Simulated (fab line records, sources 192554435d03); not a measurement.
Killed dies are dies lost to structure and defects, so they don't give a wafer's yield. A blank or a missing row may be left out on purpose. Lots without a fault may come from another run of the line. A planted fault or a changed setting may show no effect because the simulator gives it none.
Chamber matching | flow n5_finfet | N5_BEOL_M4_DEP_57 on pecvd-01: 3 sister chambers
The step deposits SiCN from 3MS/NH3, target thk 8 nm, time 14 s. 14 wafers are shown with their chamber, then 7 later ones without.

WAFERS WITH THEIR CHAMBER
wafer  | chamber | throttle_valve_pct (%) | showerhead_plenum_p_Torr (Torr) | chamber_pressure_Torr (Torr)
L083.2 | 1       | 9.6                    | 3.651                           | 3.000
L083.4 | 0       | 9.3                    | 3.673                           | 3.006
L083.6 | 1       | 9.3                    | 3.666                           | 3.001
L089.1 | 2       | 9.1                    | 3.672                           | 3.000
L089.3 | 0       | 9.1                    | 3.660                           | 3.009
L089.4 | 2       | 9.0                    | 3.675                           | 2.998
L091.1 | 0       | 8.9                    | 3.669                           | 2.998
L091.4 | 0       | 9.5                    | 3.668                           | 2.990
L091.5 | 2       | 8.9                    | 3.673                           | 3.008
L093.1 | 0       | 9.2                    | 3.666                           | 3.003
L093.4 | 0       | 9.2                    | 3.666                           | 3.004
L093.6 | 0       | 9.1                    | 3.659                           | 2.989
L094.1 | 0       | 9.1                    | 3.662                           | 2.997
L094.2 | 2       | 9.0                    | 3.663                           | 3.011

SIGNATURES (means of the wafers above)
reading                  | chamber 0 | chamber 1 | chamber 2 | scatter within a chamber
throttle_valve_pct       | 9.175     | 9.450     | 9.000     | 0.16
showerhead_plenum_p_Torr | 3.66538   | 3.65850   | 3.67075   | 0.0057
chamber_pressure_Torr    | 2.99950   | 3.00050   | 3.00425   | 0.00668
Rule: a wafer's distance from a chamber is the root of the sum, over the readings, of the square of ((its reading less the chamber's mean) divided by the reading's scatter). The wafer belongs to the nearest chamber; if the next one is less than 2 further off, it can't be placed. The scatter: the root of (the sum of the squares of (reading less its chamber's mean) over the shown wafers, divided by (wafers less chambers)).

WAFERS WITHOUT THEIR CHAMBER
wafer  | throttle_valve_pct (%) | showerhead_plenum_p_Torr (Torr) | chamber_pressure_Torr (Torr)
L094.6 | 9.1                    | 3.669                           | 2.994
L095.3 | 9.6                    | 3.662                           | 3.004
L095.5 | 9.1                    | 3.665                           | 3.002
L095.6 | 8.9                    | 3.675                           | 2.994
L096.1 | 9.0                    | 3.669                           | 3.010
L096.4 | 9.4                    | 3.660                           | 2.995
L096.6 | 8.9                    | 3.669                           | 2.997

WHICH CHAMBER EACH WENT THROUGH
wafer  | from the rows above          | in truth
L094.6 | can't be placed: 0 or 2 or 1 | 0
L095.3 | can't be placed: 1 or 0      | 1
L095.5 | can't be placed: 0 or 2 or 1 | 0
L095.6 | can't be placed: 2 or 0      | 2
L096.1 | can't be placed: 2 or 0      | 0
L096.4 | can't be placed: 1 or 0      | 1
L096.6 | can't be placed: 2 or 0      | 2
Placed correctly: 0 of 7. Can't be placed from these rows: 7 (the true chamber is among the candidates in 7). Placed wrongly: 0.
